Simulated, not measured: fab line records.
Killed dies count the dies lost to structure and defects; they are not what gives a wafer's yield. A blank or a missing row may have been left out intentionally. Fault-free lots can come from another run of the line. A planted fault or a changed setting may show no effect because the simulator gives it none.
fab line records	flow nand-harc
record lots=24	wafers=72	last-day=33
route steps=1302 shown P_BONDPAD@385 A_SOURCE_PLATE@416 A_ONON_D1@441 A_CHANNEL_HOLE_D1@467 A_CHANNEL_FILL_D1@501
lots that met no fault: from a run of the same line without faults
start-h: hours from the record's first day to the start of the lot's first wafer shown	wait-h: how many hours have passed since the lot's step before this one	" same as the row above	L1.1+2: a row that stands for several wafers	- no value, or no start was given	* or withheld: withheld	< > ~ a bound
route shown NAME@n: names a module that has steps shown in the file, with the first one's number in the route	usual: mean and standard deviation over wafers with no fault	same: alike in all rows	chamber/n: place in a boat	sites: the reading at each site	_std_site: standard deviation of those values	_edge_site: inner sites' mean taken away from outer sites' mean	radius-mm: how far each site lies from the wafer's centre	mask NAME#n: copy n	behind: tool/chamber where the wafer was last shaped	hold: reason for holding the lot/hours on hold/outcome of the hold	device: names the non-switching transistor (n, p or np)	end of line: at the end of the route, the tests of the same wafers	a step given without rows: its recipe and nothing more	killed: at the first sort, the dies lost to defects and structure; wafer yield is something else	map: a wafer's dies, x killed, . not, _ none there
set.NAME: setting as actually run; set.NAME@STEP: the setting as run at that earlier step	model.NAME: the simulator's own value behind a step, which no gauge read
one table for each step of the route and one row for each wafer, over a sample of lots
services: from which hour (start-h, from the record's first day; less than 0 if before it) a tool's chamber was out of use, for how many hours, and why
## steps
# step NHARC_P_BONDPAD_INSPECT_23
# usual raw-defect-count=347/120
lot.wafer	tool	chamber	start-h	wait-h	raw-defect-count
L074.1	defect-inspect-01	-	139.70	0.0	316
L074.2	"	-	"	"	510
L074.5	"	-	"	"	499
L075.2	defect-inspect-02	-	140.49	0.0	328
L075.4	"	-	"	"	660
L075.5	"	-	"	"	630
L076.3	defect-inspect-02	-	152.71	0.0	568
L076.4	"	-	"	"	689
L076.5	"	-	"	"	460
L077.2	defect-inspect-02	-	165.26	0.0	245
L077.3	"	-	"	"	173
L077.5	"	-	"	"	172
L078.1	defect-inspect-02	-	175.29	0.0	314
L078.2	"	-	"	"	208
L078.5	"	-	"	"	282
L079.1	defect-inspect-01	-	186.14	0.0	342
L079.3	"	-	"	"	459
L079.4	"	-	"	"	460
L080.3	defect-inspect-01	-	197.86	0.0	451
L080.5	"	-	"	"	759
L080.6	"	-	"	"	322
L081.1	defect-inspect-01	-	203.83	0.0	357
L081.2	"	-	"	"	331
L081.3	"	-	"	"	342
L082.3	defect-inspect-02	-	219.90	0.0	254
L082.4	"	-	"	"	265
L082.5	"	-	"	"	148
L083.2	defect-inspect-02	-	225.21	0.0	311
L083.4	"	-	"	"	421
L083.6	"	-	"	"	251
L084.2	defect-inspect-01	-	241.76	0.0	239
L084.4	"	-	"	"	258
L084.6	"	-	"	"	237
L085.4	defect-inspect-02	-	243.93	0.0	215
L085.5	"	-	"	"	264
L085.6	"	-	"	"	308
L086.3	defect-inspect-01	-	255.05	0.0	249
L086.4	"	-	"	"	280
L086.6	"	-	"	"	202
L087.2	defect-inspect-02	-	266.75	0.0	189
L087.5	"	-	"	"	279
L087.6	"	-	"	"	253
L088.1	defect-inspect-01	-	284.89	0.0	374
L088.4	"	-	"	"	321
L088.5	"	-	"	"	280
L089.1	defect-inspect-01	-	285.51	0.0	592
L089.3	"	-	"	"	279
L089.6	"	-	"	"	366
L090.3	defect-inspect-01	-	302.63	0.0	387
L090.4	"	-	"	"	391
L090.5	"	-	"	"	314
L091.2	defect-inspect-02	-	312.04	0.0	233
L091.3	"	-	"	"	406
L091.6	"	-	"	"	325
L092.1	defect-inspect-01	-	312.19	0.0	391
L092.3	"	-	"	"	259
L092.6	"	-	"	"	306
L093.3	defect-inspect-02	-	325.44	0.0	513
L093.4	"	-	"	"	310
L093.5	"	-	"	"	273
L094.1	defect-inspect-02	-	338.27	0.0	380
L094.2	"	-	"	"	385
L094.5	"	-	"	"	379
L095.2	defect-inspect-01	-	345.37	0.0	464
L095.3	"	-	"	"	394
L095.5	"	-	"	"	596
L097.3	defect-inspect-02	-	374.53	0.0	337
L097.4	"	-	"	"	162
L097.6	"	-	"	"	236
L096.3	defect-inspect-02	-	375.16	0.0	496
L096.5	"	-	"	"	491
L096.6	"	-	"	"	354
# step NHARC_A_SOURCE_PLATE_THK_MEAS_09
# recipe thk-meas-gauge=ellipsometry
# usual thk-nm=9.7/0.88
lot.wafer	tool	chamber	start-h	wait-h	thk-nm
L074.1	film-metro-02	-	150.92	0.4	11.1
L074.2	"	-	"	"	8.7
L074.5	"	-	"	"	8.9
L075.2	film-metro-01	-	150.92	0.4	10.3
L075.4	"	-	"	"	9.7
L075.5	"	-	"	"	9.1
L076.3	film-metro-02	-	162.60	0.4	10.7
L076.4	"	-	"	"	10.3
L076.5	"	-	"	"	8.1
L077.2	film-metro-01	-	174.82	0.4	7.6
L077.3	"	-	"	"	10.1
L077.5	"	-	"	"	10.0
L078.1	film-metro-01	-	184.87	0.4	8.9
L078.2	"	-	"	"	10.5
L078.5	"	-	"	"	8.8
L079.1	film-metro-01	-	196.22	0.4	8.9
L079.3	"	-	"	"	10.4
L079.4	"	-	"	"	10.8
L080.3	film-metro-01	-	208.06	0.4	8.1
L080.5	"	-	"	"	8.1
L080.6	"	-	"	"	9.8
L081.1	film-metro-01	-	213.90	0.4	10.0
L081.2	"	-	"	"	10.8
L081.3	"	-	"	"	10.4
L082.3	film-metro-01	-	230.43	0.4	9.2
L082.4	"	-	"	"	10.5
L082.5	"	-	"	"	10.0
L083.2	film-metro-02	-	235.35	0.4	9.3
L083.4	"	-	"	"	9.5
L083.6	"	-	"	"	10.0
L084.2	film-metro-02	-	251.94	0.4	9.1
L084.4	"	-	"	"	9.5
L084.6	"	-	"	"	8.8
L085.4	film-metro-01	-	251.94	0.4	10.4
L085.5	"	-	"	"	10.1
L085.6	"	-	"	"	10.3
L086.3	film-metro-02	-	266.46	0.4	11.4
L086.4	"	-	"	"	9.6
L086.6	"	-	"	"	10.0
L087.2	film-metro-02	-	276.37	0.4	10.0
L087.5	"	-	"	"	11.0
L087.6	"	-	"	"	7.6
L088.1	film-metro-01	-	295.82	0.4	7.9
L088.4	"	-	"	"	10.6
L088.5	"	-	"	"	9.9
L089.1	film-metro-02	-	295.83	0.4	9.1
L089.3	"	-	"	"	9.1
L089.6	"	-	"	"	10.5
L090.3	film-metro-02	-	312.17	0.4	10.3
L090.4	"	-	"	"	10.3
L090.5	"	-	"	"	8.3
L091.2	film-metro-02	-	322.73	0.4	10.6
L091.3	"	-	"	"	9.1
L091.6	"	-	"	"	9.9
L092.1	film-metro-01	-	322.73	0.4	9.3
L092.3	"	-	"	"	9.7
L092.6	"	-	"	"	10.3
L093.3	film-metro-02	-	335.41	0.4	8.8
L093.4	"	-	"	"	10.9
L093.5	"	-	"	"	9.5
L094.1	film-metro-01	-	347.76	0.4	9.2
L094.2	"	-	"	"	11.1
L094.5	"	-	"	"	9.7
L095.2	film-metro-01	-	354.97	0.4	10.4
L095.3	"	-	"	"	8.6
L095.5	"	-	"	"	10.5
L096.3	film-metro-01	-	384.15	0.4	8.3
L096.5	"	-	"	"	8.7
L096.6	"	-	"	"	10.8
L097.3	film-metro-01	-	384.15	0.4	9.0
L097.4	"	-	"	"	10.1
L097.6	"	-	"	"	9.6
# step NHARC_A_ONON_D1_THK_MEAS_24
# recipe thk-meas-gauge=ellipsometry
# usual thk-nm=1003/9.1
lot.wafer	tool	chamber	start-h	wait-h	thk-nm
L074.1	film-metro-02	-	175.82	-	1020
L074.2	"	-	"	"	1021
L074.5	"	-	"	"	1022
L075.2	film-metro-01	-	175.83	-	1000
L075.4	"	-	"	"	1001
L075.5	"	-	"	"	1001
L076.3	film-metro-01	-	189.15	-	1001
L076.4	"	-	"	"	1000
L076.5	"	-	"	"	1002
L077.2	film-metro-01	-	203.35	-	995
L077.3	"	-	"	"	995
L077.5	"	-	"	"	996
L078.1	film-metro-02	-	212.87	-	1010
L078.2	"	-	"	"	1010
L078.5	"	-	"	"	1012
L079.1	film-metro-02	-	221.20	-	994
L079.3	"	-	"	"	996
L079.4	"	-	"	"	996
L080.3	film-metro-01	-	234.14	-	994
L080.5	"	-	"	"	993
L080.6	"	-	"	"	995
L081.1	film-metro-01	-	240.36	-	1006
L081.2	"	-	"	"	1007
L081.3	"	-	"	"	1009
L082.3	film-metro-01	-	255.46	-	1012
L082.4	"	-	"	"	1013
L082.5	"	-	"	"	1013
L083.2	film-metro-02	-	260.31	-	994
L083.4	"	-	"	"	993
L083.6	"	-	"	"	995
L084.2	film-metro-02	-	276.52	-	998
L084.4	"	-	"	"	999
L084.6	"	-	"	"	998
L085.4	film-metro-01	-	276.54	-	1022
L085.5	"	-	"	"	1021
L085.6	"	-	"	"	1022
L086.3	film-metro-01	-	291.65	-	1001
L086.4	"	-	"	"	1000
L086.6	"	-	"	"	999
L087.2	film-metro-02	-	309.91	-	1019
L087.5	"	-	"	"	1018
L087.6	"	-	"	"	1020
L089.1	film-metro-01	-	323.81	-	1002
L089.3	"	-	"	"	1001
L089.6	"	-	"	"	1003
L088.1	film-metro-02	-	323.81	-	993
L088.4	"	-	"	"	993
L088.5	"	-	"	"	992
L090.3	film-metro-01	-	338.10	-	996
L090.4	"	-	"	"	995
L090.5	"	-	"	"	995
L092.1	film-metro-02	-	347.59	-	1006
L092.3	"	-	"	"	1005
L092.6	"	-	"	"	1006
L091.2	film-metro-01	-	347.60	-	1015
L091.3	"	-	"	"	1013
L091.6	"	-	"	"	1015
L093.3	film-metro-02	-	359.92	-	996
L093.4	"	-	"	"	997
L093.5	"	-	"	"	995
L094.1	film-metro-01	-	374.61	-	1005
L094.2	"	-	"	"	1005
L094.5	"	-	"	"	1005
L095.2	film-metro-01	-	380.16	-	993
L095.3	"	-	"	"	992
L095.5	"	-	"	"	994
L096.3	film-metro-02	-	409.03	-	1001
L096.5	"	-	"	"	1002
L096.6	"	-	"	"	1002
L097.3	film-metro-01	-	409.03	-	994
L097.4	"	-	"	"	996
L097.6	"	-	"	"	992
# step NHARC_A_CHANNEL_HOLE_D1_ETCH_39
# recipe target-depth-a=2600	over-etch-frac=0.3	time-s=325	ion-energy-ev=200	n2-flow-sccm=150	h2-flow-sccm=150	ar-flow-sccm=0	rf-w=400	bias-w=150	chemistry=N2/H2
# usual drypump-motor-current-A=5.7/0.33	h2-flow-sccm=150.0/0.44	oes-product-au=1.001/0.0079	rf-fwd-power-W=399.2/1.2	rf-vpp-V=432.5/1.7	showerhead-plenum-p-Torr=2.11/0.06	throttle-valve-pct=14.172/0.01
lot.wafer	tool	chamber	start-h	wait-h	drypump-motor-current-A	h2-flow-sccm	oes-product-au	rf-fwd-power-W	rf-hours-counter-h	rf-vpp-V	showerhead-plenum-p-Torr	throttle-valve-pct
L074.1	rie-diel-11	1	-	-	6.0	150.5	1.010	397.7	8	433.3	2.15	14.174
L074.2	"	2	"	"	5.2	150.0	1.004	397.0	8	432.9	2.14	14.167
L074.5	"	3	"	"	6.0	150.5	1.000	398.3	-	434.0	2.15	14.178
L075.2	rie-diel-08	1	-	-	5.9	150.1	0.990	400.9	56	426.6	1.88	14.174
L075.4	"	2	"	"	5.6	149.7	1.011	399.8	51	430.3	2.08	14.158
L075.5	"	1	"	"	5.9	149.8	0.993	399.6	-	426.3	1.88	14.163
L076.3	rie-diel-11	2	-	-	5.2	150.2	1.001	399.3	9	433.9	2.14	14.169
L076.4	"	0	"	"	5.5	150.0	1.004	397.5	10	431.6	2.06	14.183
L076.5	"	2	"	"	5.2	150.3	0.993	399.3	-	432.2	2.14	14.200
L077.2	rie-diel-11	1	-	-	6.0	149.2	1.007	399.2	11	434.2	2.15	14.192
L077.3	"	3	"	"	6.0	150.1	1.006	400.2	11	433.4	2.15	14.184
L077.5	"	0	"	"	5.5	150.1	1.002	399.9	-	430.8	2.05	14.170
L078.1	rie-diel-11	1	-	-	6.0	150.6	1.009	400.9	11	432.4	2.15	14.166
L078.2	"	3	"	"	6.0	150.2	1.004	399.5	12	432.7	2.15	14.171
L078.5	"	0	"	"	5.5	150.3	0.999	397.9	-	431.1	2.05	14.177
L079.3	rie-diel-11	0	-	-	5.5	149.4	0.998	398.5	13	431.1	2.05	14.179
L079.4	"	1	"	"	6.0	149.7	1.004	400.0	13	434.6	2.15	14.196
L079.1	"	3	"	"	6.0	149.6	1.005	398.7	12	433.4	2.15	14.188
L080.3	rie-diel-11	3	-	-	6.0	149.9	1.009	398.2	13	434.2	2.15	14.163
L080.6	"	2	"	"	5.2	150.1	1.002	399.4	-	433.0	2.14	14.174
L080.5	"	3	"	"	6.0	150.5	1.012	398.2	-	433.4	2.15	14.164
L081.1	rie-diel-11	2	-	-	5.2	149.9	1.013	399.1	14	433.3	2.14	14.159
L081.2	"	3	"	"	6.0	150.7	1.015	400.9	14	433.9	2.15	14.169
L081.3	"	1	"	"	6.0	150.6	1.001	400.5	15	430.9	2.15	14.182
L082.4	rie-diel-07	0	-	-	6.3	150.0	0.986	399.1	47	426.9	1.96	14.162
L082.3	"	1	"	"	5.9	149.9	0.990	399.4	44	430.1	2.03	14.162
L082.5	"	0	"	"	6.3	150.1	0.981	399.2	-	429.0	1.96	14.173
L083.4	rie-diel-11	3	-	-	6.0	150.5	1.010	398.0	0	432.7	2.15	14.171
L083.2	"	0	"	"	5.5	150.6	1.003	400.4	0	429.7	2.05	14.199
L083.6	"	3	"	"	6.0	149.6	0.996	398.5	-	434.2	2.15	14.187
L084.2	rie-diel-11	1	-	-	6.0	150.8	0.991	399.0	2	432.9	2.15	14.177
L084.4	"	3	"	"	6.0	150.3	1.002	400.9	1	433.0	2.15	14.159
L084.6	"	1	"	"	6.0	150.0	0.994	399.5	-	433.1	2.15	14.167
L085.4	rie-diel-11	0	-	-	5.5	149.7	1.000	398.6	2	431.6	2.05	14.171
L085.5	"	3	"	"	6.0	149.7	0.993	399.8	-	434.2	2.15	14.171
L085.6	"	0	"	"	5.5	149.6	0.989	400.2	-	430.1	2.05	14.187
L086.3	rie-diel-11	1	-	-	6.0	149.3	0.987	399.4	3	434.1	2.15	14.155
L086.4	"	2	"	"	5.2	150.2	1.007	397.4	4	432.6	2.14	14.187
L086.6	"	1	"	"	6.0	149.6	0.993	400.8	-	433.5	2.15	14.152
L087.2	rie-diel-11	2	-	-	5.2	150.0	1.012	398.8	5	433.6	2.14	14.178
L087.5	"	1	"	"	6.0	149.4	1.001	401.2	-	432.5	2.15	14.179
L087.6	"	2	"	"	5.2	149.9	1.009	399.3	-	432.3	2.14	14.171
L089.1	rie-diel-11	0	-	-	5.5	149.5	0.995	401.9	6	430.3	2.05	14.185
L089.3	"	3	"	"	6.0	150.1	0.992	399.4	6	434.6	2.15	14.164
L089.6	"	0	"	"	5.5	149.6	1.000	399.9	-	430.8	2.05	14.160
L088.1	rie-diel-08	2	-	-	5.6	149.4	0.997	400.7	36	431.5	2.06	14.153
L088.4	"	3	"	"	5.8	150.3	0.999	400.1	24	435.4	2.21	14.184
L088.5	"	1	"	"	5.9	150.4	1.002	397.5	-	434.7	2.20	14.171
L090.3	rie-diel-11	1	-	-	6.0	150.2	0.997	400.4	8	432.9	2.15	14.190
L090.4	"	3	"	"	6.0	150.1	0.999	399.7	8	432.9	2.15	14.160
L090.5	"	2	"	"	5.2	149.7	1.014	400.2	-	434.2	2.14	14.158
L091.3	rie-diel-11	2	-	-	5.2	150.0	1.005	399.8	8	432.8	2.14	14.166
L091.2	"	0	"	"	5.5	149.7	0.983	400.7	9	430.3	2.05	14.172
L091.6	"	2	"	"	5.2	150.0	1.014	400.1	-	433.7	2.14	14.176
L092.1	rie-diel-08	3	-	-	5.8	149.9	0.987	399.8	33	434.3	2.21	14.192
L092.3	"	0	"	"	6.2	149.6	0.996	399.6	48	432.2	2.07	14.160
L092.6	"	2	"	"	5.6	150.2	0.996	399.3	-	429.8	2.06	14.176
L093.4	rie-diel-11	3	-	-	6.0	149.9	0.992	402.3	10	432.4	2.15	14.174
L093.3	"	1	"	"	6.0	150.5	1.000	398.3	9	434.2	2.15	14.174
L093.5	"	0	"	"	5.5	149.3	0.991	397.6	-	429.5	2.05	14.174
L094.2	rie-diel-11	1	-	-	6.0	150.3	1.000	400.4	10	434.5	2.15	14.167
L094.1	"	3	"	"	5.9	149.8	1.003	398.7	11	433.2	2.15	14.186
L094.5	"	1	"	"	6.0	150.3	1.016	401.6	-	433.6	2.15	14.175
L095.2	rie-diel-11	3	-	-	6.0	149.8	1.001	397.4	11	432.2	2.15	14.170
L095.3	"	2	"	"	5.2	149.3	1.009	399.7	11	433.4	2.14	14.157
L095.5	"	0	"	"	5.5	150.6	0.999	398.3	-	430.7	2.05	14.149
L097.3	rie-diel-11	1	-	-	6.0	150.7	0.999	396.5	13	432.0	2.15	14.168
L097.6	"	2	"	"	5.2	151.0	1.021	396.9	-	432.7	2.13	14.189
L097.4	"	0	"	"	5.5	149.5	1.001	398.8	-	431.0	2.05	14.171
L096.3	rie-diel-08	1	-	-	5.9	150.3	0.999	397.5	11	434.9	2.19	14.168
L096.6	"	1	"	"	5.9	150.3	0.996	397.7	-	433.1	2.19	14.186
L096.5	"	3	"	"	5.8	149.8	1.004	399.2	-	435.4	2.20	14.168
# step NHARC_A_CHANNEL_HOLE_D1_ETCH_20
# recipe bias-v=3000	source-w=withheld	pressure-mtorr=20	time-s=361.9	ar-flow-sccm=375	c4f8-flow-sccm=89.3	o2-flow-sccm=35.7	temp-c=-20	target-depth-a=16000	chemistry=C4F8/O2/Ar
# usual drypump-motor-current-A=5.5/0.42	showerhead-plenum-p-Torr=3.65/0.086	throttle-valve-pct=32.157/0.008
lot.wafer	tool	chamber	start-h	wait-h	drypump-motor-current-A	rf-hours-counter-h	showerhead-plenum-p-Torr	throttle-valve-pct
L074.1	har-etch-02	0	181.67	0.1	5.6	295	3.58	32.151
L074.2	"	1	"	"	5.5	295	3.77	32.162
L074.5	"	1	"	"	5.5	-	3.77	32.142
L075.2	har-etch-01	1	182.60	0.1	6.0	91	3.62	32.151
L075.4	"	0	"	"	4.8	-	3.73	32.165
L075.5	"	1	"	"	6.0	-	3.62	32.152
L076.3	har-etch-01	1	199.14	0.2	6.1	-	3.62	32.160
L076.4	"	0	"	"	4.8	-	3.73	32.160
L076.5	"	0	"	"	4.8	-	3.73	32.162
L077.2	har-etch-01	0	211.98	0.1	4.8	110	3.72	32.157
L077.3	"	1	"	"	6.1	-	3.61	32.145
L077.5	"	1	"	"	6.0	-	3.61	32.165
L078.2	har-etch-02	0	218.64	0.1	5.5	306	3.57	32.147
L078.1	"	1	"	"	5.5	321	3.75	32.153
L078.5	"	1	"	"	5.5	-	3.75	32.149
L079.1	har-etch-02	1	228.19	0.1	5.5	329	3.75	32.158
L079.4	"	1	"	"	5.5	-	3.75	32.151
L079.3	"	0	"	"	5.6	-	3.57	32.165
L080.3	har-etch-02	1	244.59	0.2	5.5	-	3.74	32.154
L080.6	"	1	"	"	5.5	-	3.74	32.164
L080.5	"	0	"	"	5.6	-	3.57	32.161
L081.1	har-etch-01	0	248.66	0.1	4.8	129	3.71	32.153
L081.2	"	1	"	"	6.0	129	3.60	32.147
L081.3	"	0	"	"	4.8	-	3.71	32.154
L082.4	har-etch-01	1	263.59	0.2	6.0	-	3.60	32.170
L082.3	"	0	"	"	4.8	-	3.71	32.153
L082.5	"	0	"	"	4.8	-	3.71	32.153
L083.2	har-etch-02	1	266.16	0.1	5.5	348	3.74	32.154
L083.4	"	0	"	"	5.5	-	3.56	32.150
L083.6	"	0	"	"	5.5	-	3.56	32.157
L084.2	har-etch-02	1	283.86	0.1	5.5	359	3.73	32.161
L084.4	"	0	"	"	5.6	-	3.55	32.158
L084.6	"	0	"	"	5.6	-	3.55	32.146
L085.4	har-etch-01	1	284.34	0.2	6.0	-	3.59	32.156
L085.6	"	0	"	"	4.8	-	3.70	32.159
L085.5	"	1	"	"	6.0	-	3.59	32.156
L086.3	har-etch-02	0	297.68	0.2	5.5	-	3.55	32.151
L086.4	"	1	"	"	5.5	-	3.73	32.156
L086.6	"	1	"	"	5.5	-	3.73	32.156
L087.2	har-etch-02	1	316.81	0.1	5.5	375	3.72	32.154
L087.5	"	1	"	"	5.5	-	3.72	32.159
L087.6	"	0	"	"	5.5	-	3.55	32.149
L089.1	har-etch-02	0	329.71	0.1	5.5	368	3.54	32.161
L089.3	"	1	"	"	5.5	-	3.72	32.150
L089.6	"	0	"	"	5.6	-	3.54	32.162
L088.1	har-etch-01	1	329.81	0.1	6.1	175	3.58	32.171
L088.4	"	0	"	"	4.8	-	3.69	32.153
L088.5	"	1	"	"	6.0	-	3.58	32.165
L090.4	har-etch-02	1	344.63	0.2	5.5	-	3.71	32.164
L090.3	"	0	"	"	5.6	-	3.53	32.154
L090.5	"	0	"	"	5.5	-	3.53	32.161
L091.2	har-etch-02	1	353.44	0.1	5.5	402	3.71	32.166
L091.3	"	0	"	"	5.5	-	3.53	32.144
L091.6	"	1	"	"	5.5	-	3.71	32.158
L092.1	har-etch-01	1	354.44	0.1	6.0	194	3.57	32.173
L092.3	"	0	"	"	4.8	-	3.68	32.158
L092.6	"	0	"	"	4.8	-	3.68	32.161
L093.3	har-etch-02	0	369.79	0.2	5.5	-	3.53	32.162
L093.4	"	1	"	"	5.5	-	3.70	32.181
L093.5	"	1	"	"	5.5	-	3.70	32.159
L094.2	har-etch-01	1	382.85	0.1	6.0	209	3.56	32.152
L094.1	"	0	"	"	4.8	209	3.67	32.161
L094.5	"	1	"	"	6.0	-	3.56	32.157
L095.2	har-etch-01	0	393.26	0.1	4.8	216	3.66	32.148
L095.3	"	0	"	"	4.8	-	3.66	32.154
L095.5	"	0	"	"	4.8	-	3.66	32.169
L097.4	har-etch-02	0	417.52	0.2	5.6	-	3.93	32.149
L097.3	"	1	"	"	5.5	-	3.69	32.159
L097.6	"	1	"	"	5.5	-	3.69	32.167
L096.3	har-etch-01	1	417.89	0.2	6.0	-	3.55	32.161
L096.5	"	1	"	"	6.0	-	3.55	32.155
L096.6	"	0	"	"	4.8	-	3.66	32.161
# step NHARC_A_CHANNEL_FILL_D1_STRIP_28
# recipe time-s=20	o2-flow-sccm=500	ar-flow-sccm=0	bias-w=0	chemistry=O2
# usual drypump-motor-current-A=5.53/0.29	oes-product-au=1.004/0.0083	rf-vpp-V=57.8/0.91	showerhead-plenum-p-Torr=3.50/0.14	throttle-valve-pct=17.037/0.0095
lot.wafer	tool	chamber	start-h	wait-h	drypump-motor-current-A	oes-product-au	rf-hours-counter-h	rf-vpp-V	showerhead-plenum-p-Torr	throttle-valve-pct
L074.1	rie-diel-05	1	214.84	0.1	5.98	0.986	11	58.3	3.44	17.038
L074.2	"	3	"	"	5.47	1.016	10	57.8	3.44	17.039
L074.5	"	1	"	"	5.97	0.993	-	57.1	3.44	17.041
L075.2	rie-diel-10	3	214.84	0.1	5.66	0.994	6	58.0	3.53	17.021
L075.4	"	0	"	"	5.07	1.005	6	58.2	3.39	17.035
L075.5	"	1	"	"	5.61	1.005	-	58.0	3.78	17.036
L076.3	rie-diel-10	2	231.77	0.1	5.50	0.999	7	57.5	3.47	17.028
L076.4	"	3	"	"	5.66	1.003	6	59.2	3.53	17.048
L076.5	"	1	"	"	5.60	1.015	-	57.9	3.78	17.047
L077.3	rie-diel-10	1	242.39	0.1	5.62	1.006	7	57.3	3.78	17.033
L077.2	"	3	"	"	5.65	1.000	7	57.0	3.53	17.026
L077.5	"	0	"	"	5.07	1.002	-	57.8	3.39	17.038
L078.2	rie-diel-10	0	251.67	0.1	5.09	1.001	0	56.0	3.39	17.033
L078.1	"	2	"	"	5.52	1.003	0	58.7	3.47	17.040
L078.5	"	1	"	"	5.60	1.004	-	57.8	3.78	17.030
L079.4	rie-diel-10	0	258.72	0.1	5.08	1.000	1	57.8	3.39	17.041
L079.1	"	1	"	"	5.61	1.013	1	58.9	3.78	17.029
L079.3	"	2	"	"	5.50	1.012	1	57.1	3.47	17.034
L080.3	rie-diel-10	0	274.57	0.1	5.06	1.012	1	59.2	3.39	17.050
L080.6	"	0	"	"	5.07	0.994	-	58.2	3.39	17.034
L080.5	"	1	"	"	5.60	1.017	-	56.9	3.78	17.055
L081.2	rie-diel-03	1	278.69	0.1	5.48	1.000	10	58.1	3.48	17.034
L081.3	"	2	"	"	5.13	1.013	8	57.3	3.32	17.039
L081.1	"	3	"	"	5.79	1.020	10	56.4	3.56	17.021
L082.4	rie-diel-10	1	293.54	0.1	5.61	1.011	2	58.6	3.78	17.046
L082.3	"	2	"	"	5.53	1.003	2	56.8	3.47	17.038
L082.5	"	3	"	"	5.67	1.000	-	56.7	3.53	17.020
L083.4	rie-diel-03	2	293.56	0.1	5.12	1.013	0	57.5	3.32	17.025
L083.2	"	3	"	"	5.78	1.018	0	57.3	3.56	17.050
L083.6	"	2	"	"	5.14	1.017	-	57.9	3.32	17.027
L084.2	rie-diel-10	0	314.66	0.1	5.09	0.994	3	58.8	3.39	17.034
L084.4	"	3	"	"	5.67	0.997	3	57.8	3.53	17.044
L084.6	"	1	"	"	5.60	1.005	-	58.4	3.78	17.035
L085.4	rie-diel-03	1	314.66	0.1	5.53	0.999	1	58.8	3.48	17.050
L085.5	"	1	"	"	5.49	0.994	-	57.6	3.48	17.031
L085.6	"	2	"	"	5.12	1.000	-	58.7	3.32	17.041
L086.3	rie-diel-10	2	328.15	0.1	5.54	1.009	3	57.7	3.47	17.040
L086.4	"	3	"	"	5.65	1.009	4	57.4	3.53	17.028
L086.6	"	1	"	"	5.61	1.011	-	57.4	3.78	17.031
L087.2	rie-diel-10	3	347.53	0.1	5.67	0.999	4	57.2	3.53	17.029
L087.5	"	2	"	"	5.53	0.997	-	57.7	3.47	17.038
L087.6	"	3	"	"	5.68	1.005	-	58.2	3.53	17.036
L088.1	rie-diel-10	0	359.78	0.1	5.07	0.998	5	55.8	3.39	17.032
L088.4	"	1	"	"	5.62	1.011	4	59.3	3.78	17.037
L088.5	"	0	"	"	5.09	1.007	-	56.4	3.39	17.039
L089.3	rie-diel-03	1	359.78	0.1	5.51	1.002	2	57.0	3.48	17.034
L089.1	"	3	"	"	5.76	1.012	3	59.0	3.55	17.029
L089.6	"	2	"	"	5.12	1.001	-	56.7	3.32	17.039
L090.4	rie-diel-10	0	374.73	0.1	5.06	1.011	5	57.4	3.39	17.029
L090.3	"	2	"	"	5.48	1.008	4	57.0	3.47	17.021
L090.5	"	1	"	"	5.62	1.013	-	57.8	3.78	17.038
L092.1	rie-diel-03	0	383.59	0.1	5.99	0.999	4	58.9	3.45	17.040
L092.3	"	2	"	"	5.13	1.006	3	55.5	3.32	17.033
L092.6	"	1	"	"	5.47	0.995	-	57.6	3.48	17.047
L091.3	rie-diel-05	0	383.62	0.1	5.52	1.015	10	57.1	3.46	17.040
L091.2	"	2	"	"	5.82	1.000	11	59.2	3.34	17.026
L091.6	"	2	"	"	5.86	1.002	-	56.9	3.34	17.029
L093.4	rie-diel-03	2	399.80	0.1	5.13	1.013	4	57.4	3.32	17.049
L093.3	"	0	"	"	6.02	0.983	4	56.6	3.45	17.040
L093.5	"	1	"	"	5.48	1.004	-	57.3	3.48	17.011
L094.1	rie-diel-10	1	416.40	0.1	5.61	0.994	6	58.1	3.78	17.020
L094.2	"	3	"	"	5.70	0.994	6	56.6	3.53	17.025
L094.5	"	1	"	"	5.59	1.006	-	58.5	3.78	17.020
L095.2	rie-diel-05	1	423.67	0.1	5.98	1.008	1	57.2	3.43	17.044
L095.3	"	3	"	"	5.47	1.007	1	57.1	3.44	17.050
L095.5	"	1	"	"	5.96	1.000	-	55.9	3.43	17.036
L097.4	rie-diel-03	0	447.55	0.1	6.01	1.002	8	59.9	3.45	17.051
L097.3	"	2	"	"	5.14	1.013	7	57.9	3.32	17.032
L097.6	"	3	"	"	5.77	1.010	-	59.3	3.55	17.032
L096.3	rie-diel-05	0	447.55	0.1	5.51	1.001	3	58.8	3.46	17.034
L096.6	"	1	"	"	5.97	1.017	-	56.3	3.43	17.026
L096.5	"	2	"	"	5.83	1.000	-	57.8	3.34	17.042
## services
tool	chamber	start-h	hours	kind
rie-diel-11	0	163.10	4.2	repair
rie-diel-10	-	166.31	1.8	repair
rie-diel-11	2	170.81	4.5	repair
rie-diel-05	3	181.03	4.7	repair
rie-diel-08	-	190.95	9.0	pm
rie-diel-08	3	215.73	8.8	repair
rie-diel-10	0	227.15	1.7	repair
rie-diel-05	-	229.60	9.0	pm
rie-diel-10	2	232.25	6.5	repair
rie-diel-10	-	242.56	9.0	pm
rie-diel-11	-	255.50	9.0	pm
rie-diel-03	-	281.88	9.0	pm
rie-diel-10	1	296.63	9.2	repair
rie-diel-03	0	302.14	7.4	repair
rie-diel-08	3	307.84	15.6	repair
rie-diel-05	0	308.75	11.0	repair
rie-diel-05	1	322.31	14.9	repair
har-etch-02	-	377.87	17.0	pm
rie-diel-11	3	410.55	16.0	repair
rie-diel-03	1	412.39	8.0	repair
rie-diel-11	-	415.31	1.2	repair
rie-diel-10	-	419.56	9.0	pm
rie-diel-11	1	425.54	15.2	repair
rie-diel-11	-	432.50	9.0	pm
## key
fault none
